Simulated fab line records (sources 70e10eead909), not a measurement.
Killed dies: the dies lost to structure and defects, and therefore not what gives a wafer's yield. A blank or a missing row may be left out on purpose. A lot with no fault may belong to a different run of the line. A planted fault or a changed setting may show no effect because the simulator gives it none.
fab line records | flow nand_harc
record: lots: 5 wafers: 15 last_day: 34
route steps=1302 shown P_BONDPAD@368 END@1302
lots untouched by any fault: they come from a run of this same line in which no faults occurred
start_h: hours from the record's first day to the start of the lot's first wafer shown | wait_h: time in hours since the lot's previous step | " as in the row above | L1.1+2: a row that stands for several wafers | - no value, or no start was given | * or withheld: withheld | < > ~ a bound
route shown NAME@n: names a module that has steps shown in the file, with the first one's number in the route | usual: mean/standard deviation of fault-free wafers | same: alike in all rows | chamber/n: place in a boat | sites: the reading at each site | _std_site: standard deviation of those values | _edge_site: mean of outer sites minus mean of inner sites | radius_mm: how far each site lies from the wafer's centre | mask NAME#n: copy n | behind: the tool/chamber that last shaped the wafer | hold: reason for holding the lot/hours on hold/outcome of the hold | device: the n, p or np transistor that did not switch | end of line: at the end of the route, the tests of the same wafers | a step without rows: its recipe alone | killed: count of dies lost to structure and defects at first sort (not the wafer's yield) | map: a wafer's dies, x killed, . not, _ none there
set.NAME: the setting that was run; set.NAME@STEP: the one run at that earlier step | model.NAME: the simulator's own value behind a step, which no gauge read
lots seen at some steps along the route; tables by step, rows by wafer
services: a tool's chamber out of use, with start hour (start_h, from the record's first day; less than 0 if before it), hours out, and reason
== steps ==
step: NHARC_P_BONDPAD_ETCH_37
recipe: target_depth_a: 600 overetch_a: 180 time_s: 65.91 ion_energy_ev: 200 n2_flow_sccm: 150 h2_flow_sccm: 150 ar_flow_sccm: 0 rf_w: 400 bias_w: 150 chemistry: N2/H2
step: NHARC_P_BONDPAD_ETCH_12
recipe: target_depth_a: 2000 time_s: 100 chf3_flow_sccm: 50 o2_flow_sccm: 10 ar_flow_sccm: 200 rf_w: 500 bias_w: 200 chemistry: CHF3/O2
usual: chamber_pressure_mTorr: 24.998/0.023 drypump_motor_current_A: 5.7/0.46 oes_product_au: 0.942/0.024 rf_vpp_V: 369.7/1.9 showerhead_plenum_p_Torr: 2.36/0.071 throttle_valve_pct: 20.573/0.0092
columns lot.wafer tool chamber start_h wait_h chamber_pressure_mTorr drypump_motor_current_A oes_product_au rf_hours_counter_h rf_vpp_V showerhead_plenum_p_Torr throttle_valve_pct
L233.2 rie_diel-12 1 - - 25.006 5.6 0.930 2.6 365.4 2.25 20.570
L233.1 " 3 " " 25.014 5.7 0.907 2.2 369.9 2.32 20.562
L233.5 " 1 " " 25.002 5.5 0.944 - 365.6 2.25 20.548
L239.1 rie_diel-12 1 - - 24.963 5.6 0.968 5.9 367.5 2.25 20.567
L239.2 " 3 " " 25.009 5.8 0.966 4.7 369.2 2.32 20.571
L239.6 " 1 " " 25.021 5.6 0.975 - 366.5 2.24 20.582
L243.2 rie_diel-12 3 - - 25.057 5.8 0.933 7.3 369.0 2.32 20.582
L243.4 " 1 " " 24.980 5.6 0.932 8.7 364.7 2.24 20.576
L243.5 " 3 " " 25.045 5.8 0.929 - 368.7 2.32 20.583
L252.3 rie_diel-10 1 - - 25.006 5.0 0.935 2.8 370.1 2.38 20.588
L252.2 " 0 " " 24.993 6.1 0.922 3.0 369.4 2.37 20.560
L252.5 " 2 " " 25.003 6.1 0.923 - 368.9 2.29 20.580
L256.2 rie_diel-10 2 - - 25.012 6.1 0.962 3.6 367.4 2.29 20.589
L256.3 " 3 " " 24.991 5.1 0.954 3.8 371.8 2.46 20.573
L256.6 " 3 " " 24.983 5.2 0.963 - 372.3 2.46 20.561
step: NHARC_P_BONDPAD_CD_MEAS_13
usual: cd_nm: 499.4/1.5
columns lot.wafer tool chamber start_h wait_h cd_nm
L233.1 cd_sem-02 - 139.35 - 498.6
L233.2 " - " " 497.3
L233.5 " - " " 499.3
L239.1 cd_sem-03 - 195.40 - 497.8
L239.2 " - " " 499.3
L239.6 " - " " 500.2
L243.2 cd_sem-02 - 231.08 - 498.3
L243.4 " - " " 497.3
L243.5 " - " " 498.1
L252.2 cd_sem-02 - 328.99 - 499.9
L252.3 " - " " 501.0
L252.5 " - " " 500.3
L256.2 cd_sem-02 - 361.03 - 499.8
L256.3 " - " " 498.1
L256.6 " - " " 498.9
step: NHARC_P_BONDPAD_STRIP_15
recipe: o2_flow_sccm: 500 ar_flow_sccm: 0 bias_w: 0 chemistry: O2
step: NHARC_P_BONDPAD_ETCH_24
recipe: target_depth_a: 300 over_etch_frac: 0.3 time_s: 72.99 ion_energy_ev: 150 cf4_flow_sccm: 50 n2_flow_sccm: 100 ar_flow_sccm: 150 rf_w: 300 bias_w: 100 chemistry: CF4/N2
step: NHARC_P_BONDPAD_STRIP_16
recipe: time_s: 600 temp_c: 30 chemistry: post_etch_residue_remover
step: NHARC_P_BONDPAD_DEGAS_25
recipe: temp_c: 300 time_s: 60
step: NHARC_P_BONDPAD_PRE_CLEAN_26
recipe: time_s: 30 temp_c: 280 gas: H2/He
step: NHARC_P_BONDPAD_PVD_17
recipe: target_thk_a: 50 bias_v: 168.6 power_w: 15000 chamber_pressure_pa: 0.12 time_s: 8.06 substrate_temp_c: 50 material: TaN
usual: throttle_valve_pct: 30.2/1.1
columns lot.wafer tool chamber start_h wait_h throttle_valve_pct
L233.1 pvd_sputter-01 - - - 32.2
L233.2 " - " " 29.6
L233.5 " - " " 29.5
L239.2 pvd_sputter-01 - - - 29.5
L239.1 " - " " 28.8
L239.6 " - " " 29.6
L243.2 pvd_sputter-02 - - - 29.9
L243.4 " - " " 29.9
L243.5 " - " " 29.7
L252.3 pvd_sputter-03 - - - 29.4
L252.2 " - " " 30.1
L252.5 " - " " 29.1
L256.3 pvd_sputter-02 - - - 30.6
L256.2 " - " " 29.0
L256.6 " - " " 30.3
step: NHARC_P_BONDPAD_PVD_27
recipe: target_thk_a: 300 chamber_pressure_pa: 5 power_w: 5000 substrate_temp_c: 30 time_s: 20.49 material: Cu
usual: throttle_valve_pct: 30.2/1
columns lot.wafer tool chamber start_h wait_h throttle_valve_pct
L233.1 pvd_sputter-01 - - - 28.7
L233.2 " - " " 32.5
L233.5 " - " " 28.9
L239.2 pvd_sputter-01 - - - 31.0
L239.1 " - " " 28.7
L239.6 " - " " 32.2
L243.2 pvd_sputter-02 - - - 29.8
L243.4 " - " " 30.1
L243.5 " - " " 29.6
L252.2 pvd_sputter-03 - - - 31.2
L252.3 " - " " 30.0
L252.5 " - " " 31.2
L256.3 pvd_sputter-02 - - - 29.9
L256.2 " - " " 30.3
L256.6 " - " " 29.3
step: NHARC_P_BONDPAD_ECD_18
recipe: target_thk_a: 4000 bath_temp_c: 25 material: Cu
step: NHARC_P_BONDPAD_ANNEAL_28
recipe: temp_c: 225 time_s: 90
usual: wafer_temp_C_max: 225.77/0.21
columns lot.wafer tool chamber start_h wait_h wafer_temp_C_max
L233.1 rtp_anneal-01 0 140.71 - 225.61
L233.2 " 0 " " 225.51
L233.5 " 0 " " 225.61
L239.1 rtp_anneal-02 0 196.77 - 225.72
L239.2 " 0 " " 225.81
L239.6 " 0 " " 225.73
L243.2 rtp_anneal-02 0 232.50 0.3 225.74
L243.4 " 0 " " 225.89
L243.5 " 0 " " 225.97
L252.2 rtp_anneal-02 0 330.40 0.4 226.01
L252.3 " 0 " " 225.90
L252.5 " 0 " " 225.80
L256.2 rtp_anneal-02 0 362.45 0.3 225.86
L256.3 " 0 " " 226.38
L256.6 " 0 " " 225.77
step: NHARC_P_BONDPAD_CMP_19
recipe: t_overpolish_s: 30 cu_recess_touch_s: 16 target_thk_nm: 160.81
usual: motor_current_A: 12.6/1.2 overpolish_run_s: 30.001/0.0092
columns lot.wafer tool chamber start_h wait_h motor_current_A overpolish_run_s
L233.1 cmp-01 3 141.11 - 12.9 30.011
L233.2 " 0 " " 12.4 30.011
L233.5 " 2 " " 10.9 29.996
L239.2 cmp-03 0 197.12 - 11.9 30.009
L239.1 " 2 " " 12.3 29.994
L239.6 " 1 " " 14.3 30.002
L243.2 cmp-01 1 232.82 - 11.9 29.996
L243.4 " 3 " " 13.3 30.003
L243.5 " 0 " " 12.3 30.004
L252.3 cmp-03 3 330.70 - 14.2 29.989
L252.2 " 1 " " 13.3 29.995
L252.5 " 3 " " 15.2 30.003
L256.2 cmp-02 0 362.80 - 11.7 29.997
L256.3 " 1 " " 12.3 30.004
L256.6 " 3 " " 13.4 29.996
step: NHARC_P_BONDPAD_THK_MEAS_20
recipe: thk_meas_gauge: xrf
usual: thk_nm: 161.0/1.3
columns lot.wafer tool chamber start_h wait_h thk_nm
L233.1 film_metro-01 - 141.37 - 160.3
L233.2 " - " " 161.1
L233.5 " - " " 161.5
L239.1 film_metro-01 - 197.44 - 161.2
L239.2 " - " " 160.0
L239.6 " - " " 160.1
L243.2 film_metro-02 - 233.11 - 161.5
L243.4 " - " " 161.8
L243.5 " - " " 158.0
L252.2 film_metro-02 - 331.02 - 159.3
L252.3 " - " " 160.8
L252.5 " - " " 160.9
L256.2 film_metro-02 - 363.06 - 161.1
L256.3 " - " " 163.8
L256.6 " - " " 161.2
step: NHARC_P_BONDPAD_SRD_21
recipe: time_s: 30 temp_c: 23 dry_time_s: 20 spin_rpm: 1500
step: NHARC_P_BONDPAD_INSPECT_23
usual: raw_defect_count: 331/110
columns lot.wafer tool chamber start_h wait_h raw_defect_count
L233.1 defect_inspect-02 - 141.58 0.0 459
L233.2 " - " " 379
L233.5 " - " " 343
L239.1 defect_inspect-01 - 197.64 0.0 254
L239.2 " - " " 195
L239.6 " - " " 191
L243.2 defect_inspect-02 - 233.32 0.0 869
L243.4 " - " " 306
L243.5 " - " " 336
L252.2 defect_inspect-01 - 331.23 0.0 738
L252.3 " - " " 330
L252.5 " - " " 522
L256.2 defect_inspect-01 - 363.27 0.0 390
L256.3 " - " " 343
L256.6 " - " " 279
step: NHARC_P_BONDPAD_ACTIVATE_29
recipe: time_s: 60 n2_flow_sccm: 200 ar_flow_sccm: 0 bias_power_w: 0 chemistry: N2
usual: drypump_motor_current_A: 5.6/0.46 oes_product_au: 1.000/0.0072 rf_vpp_V: 63.9/0.91 showerhead_plenum_p_Torr: 1.73/0.054
columns lot.wafer tool chamber start_h wait_h drypump_motor_current_A oes_product_au rf_hours_counter_h rf_vpp_V showerhead_plenum_p_Torr
L233.2 rie_diel-10 2 141.66 0.1 6.1 1.007 2.8 64.9 1.68
L233.1 " 3 " " 5.1 0.994 2.6 63.7 1.81
L233.5 " 0 " " 6.1 0.995 - 63.9 1.74
L239.1 rie_diel-03 1 197.70 0.1 6.0 0.992 4.7 63.0 1.70
L239.2 " 3 " " 5.1 1.011 4.8 64.1 1.78
L239.6 " 1 " " 6.0 1.006 - 64.2 1.70
L243.2 rie_diel-12 2 233.39 0.1 5.7 0.992 8.3 62.6 1.82
L243.4 " 3 " " 5.8 0.989 7.4 63.4 1.70
L243.5 " 2 " " 5.7 0.996 - 64.6 1.82
L252.2 rie_diel-10 2 331.29 0.1 6.1 0.995 3.1 63.3 1.68
L252.3 " 0 " " 6.1 1.005 3.1 65.2 1.74
L252.5 " 2 " " 6.1 1.004 - 62.9 1.68
L256.3 rie_diel-10 2 363.34 0.1 6.1 0.999 3.7 63.4 1.68
L256.2 " 0 " " 6.1 1.013 3.5 63.5 1.74
L256.6 " 1 " " 5.1 1.014 - 63.5 1.75
step: NHARC_END_SORT_01
recipe: temp_c: 25
usual: defect_limited_yield: 91/3.1 killed_at_array: 53/21 killed_at_other: 1.0/1.3 killed_at_periphery: 3.8/2.4 killed_dies: 58/21 killed_open: 3.4/1.9 killed_short: 2.4/1.5 sort_bin_2_pct: 3.0/1.3 sort_bin_3_pct: 0.6/0.39 sort_bin_4_pct: 4.9/1.8 sort_n_pass: 619/21 sort_rim_yield_pct: 88/5.3 sort_yield_pct: 91/3.1
same: gross_dies: 677 sort_bin_5_pct[%]: 0 sort_bin_6_pct[%]: 0 sort_bin_7_pct[%]: 0 sort_bin_8_pct[%]: 0 sort_rim_n_gross: 106.00
columns lot.wafer tool chamber start_h wait_h defect_limited_yield[%] killed_at_array killed_at_other killed_at_periphery killed_dies killed_open killed_short sort_bin_2_pct[%] sort_bin_3_pct[%] sort_bin_4_pct[%] sort_n_pass sort_rim_yield_pct[%] sort_yield_pct[%]
L243.2 prober-02 0 677.83 2.8 49 56 2 289 347 2 0 20.2 3.4 27.6 330 42 49
L243.5 prober-02 0 680.24 3.7 91 58 0 3 61 2 6 2.7 1.0 5.3 616 85 91
L256.2 prober-01 0 805.85 2.9 90 62 1 4 67 2 4 5.0 0.7 4.1 610 84 90
L256.3 prober-01 0 806.65 3.2 91 57 0 4 61 4 0 3.1 0.9 5.0 616 80 91
L256.6 prober-01 0 809.07 4.0 90 70 0 1 71 4 3 4.0 1.0 5.5 606 80 90
killed by level:class
L243.2 P_BONDPAD:unspecified=287 A_CHANNEL_HOLE_D1:chamber_film_flake=29 A_SLIT:chamber_film_flake=17 P_M2:chamber_film_flake=2 A_WL_FILL:chamber_film_flake=2 A_CONTACT:chamber_film_flake=2 A_STAIRCASE:chamber_film_flake=2 THIN_TSV:chamber_film_flake=2
L243.5 A_SLIT:chamber_film_flake=23 A_CHANNEL_HOLE_D1:chamber_film_flake=13 A_SGD_CUT:chamber_film_flake=3 A_WL_FILL:chamber_film_flake=3 A_CONTACT:chamber_film_flake=3 A_DECK1_JOINT:chamber_film_flake=2 A_CHANNEL_FILL_D2:chamber_film_flake=2 A_STAIRCASE:chamber_film_flake=2
L256.2 A_CHANNEL_HOLE_D2:chamber_film_flake=21 A_SLIT:chamber_film_flake=19 A_CHANNEL_HOLE_D1:chamber_film_flake=10 A_CONTACT:chamber_film_flake=8 P_STI:geometric_particle:short=1 P_M0:geometric_particle:open=1 P_M0:geometric_particle:short=1 A_ONON_D1:geometric_particle:open=1
L256.3 A_SLIT:chamber_film_flake=25 A_CHANNEL_HOLE_D2:chamber_film_flake=14 A_CHANNEL_HOLE_D1:chamber_film_flake=8 P_M1:chamber_film_flake=4 A_CONTACT:chamber_film_flake=4 A_STAIRCASE:chamber_film_flake=2 A_CHANNEL_FILL_D1:geometric_particle:open=1 A_ONON_D2:geometric_particle:open=1
L256.6 A_SLIT:chamber_film_flake=25 A_CHANNEL_HOLE_D2:chamber_film_flake=21 A_CHANNEL_HOLE_D1:chamber_film_flake=10 A_CONTACT:chamber_film_flake=5 A_ONON_D2:geometric_particle:short=2 A_DECK1_JOINT:chamber_film_flake=2 A_ONON_D1:geometric_particle:short=1 A_CHANNEL_FILL_D1:geometric_particle:open=1
map L243.2 (x killed, . not)
____________.____________
_________xxx..xx_________
_______.xxx....xx._______
______.xx..x.xx...x______
_____.x..x.x..xx...x_____
____x.xxxxx..x..x...x____
____.xx..xxxx....x...____
___.xx...x.x.xxxx.....___
___xx..xxx.xx...xxxx.x___
__xx..x...x.x....xxx...__
__x.x.x..xxxx..x.x.x.x.__
_xxx..xx.x..xxxx..x...xx_
_x...xxx.x.x.x.xx.x..x.._
_x...xxxxx...xxxxx...xx._
_....xxxxxxxx..x..xx..xx_
_.xxxx.xxxx.xx.x......xx_
..xxx.xxxxxxxx..x....x.xx
.x.xxx.xxxx..xx....xx.xx.
x..x.x..x...x...xx.x....x
x.....x..x...x...x..xx.x.
x.x.....xxx.xx..xx..xxx..
_...x.xx.xx..xxx.xxx...x_
_x.xxxxx...x.....x...x.._
_xxx.x.x.x..x.....x.x..x_
_xx.x.xxx...xxxx...x.x.._
_.xxx.xx.xx.xx.x.xxx..xx_
__xx..x..x...xx..xxxxx.__
__.x..xx..x.xxx..x.x...__
___xx.xx.x..x.x.xx...x___
___..xx.x..x..x.xx.x.x___
____xxxxxx.x..xxxxxx.____
____.xxxx...xx...xxx.____
_____xxxxxxx..x.xx.x_____
______xxxxx..xx..x.______
_______x.xxx.x..xx_______
_________x.xx..._________
____________x____________
map L233.5 (x killed, . not)
____________x____________
_________...xxxx_________
_______.....xxxx.._______
______.......xxx.x.______
_____........xxx...._____
____.......x...x.....____
____...........x.....____
___.........x.x.......___
___...........x.xx....___
__........x..........x.__
__........x.x..........__
_......................._
_....x..xx.............._
_x..xxxx................_
_....xxx.xxx.........x.._
_....x.xxxxx............_
.....x.xxx.x.............
.....xxx..x..............
......xx.xx.........x....
......xxxx........xx.....
....................x...x
_....x.................._
_......................._
_x......................_
_..........x............_
_x.....................x_
__.....................__
__................x....__
___.....x.x.....x.....___
___...................___
____.............x...____
____.................____
_____..............._____
______.............______
_______.....x....._______
_________......._________
____________.____________
== services ==
columns tool chamber start_h hours kind
pvd_sputter-01 - 121.61 4.5 repair
rie_diel-12 1 149.45 3.0 repair
pvd_sputter-02 - 155.73 2.6 repair
pvd_sputter-03 - 161.99 6.5 repair
cmp-03 - 162.05 4.0 pm
rie_diel-12 1 169.77 3.3 repair
cmp-03 - 172.91 1.5 repair
cmp-03 - 175.07 0.3 repair
pvd_sputter-03 - 180.44 10.0 pm
rie_diel-12 2 184.76 5.8 repair
cmp-01 - 185.50 4.0 pm
cmp-01 - 190.60 1.2 repair
rie_diel-12 0 192.95 20.5 repair
pvd_sputter-02 - 217.49 0.7 repair
pvd_sputter-01 - 226.02 10.0 pm
rie_diel-10 0 237.16 19.2 repair
rie_diel-12 - 240.24 1.0 repair
rie_diel-10 - 242.50 9.0 pm
rie_diel-10 - 256.45 1.3 repair
rie_diel-12 - 268.40 9.0 pm
rie_diel-10 - 274.18 1.8 repair
pvd_sputter-02 - 282.00 10.0 pm
rie_diel-12 3 311.97 2.8 repair
rie_diel-10 0 344.38 7.0 repair
== key ==
first_sign: step: NHARC_P_BONDPAD_INSPECT_23 reading: raw_defect_count direction: up sigmas: 4.9 usual: 331 struck: 869
effect: step: NHARC_END_SORT_01 reading: killed_at_periphery direction: up sigmas: 99+ usual: 3.8 struck: 289
more_kills_born_at: NHARC_P_BONDPAD_CMP_19@cmp-01: 287
met_at NHARC_P_BONDPAD_CMP_19
struck_wafers L243.2
fault: kind: chamber_particle_source tool: cmp-01 chamber: 1 onset_h: 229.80 steps: NHARC_P_BONDPAD_CMP_19 rate_per_visit_cm2: 0.65358 end_h: 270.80
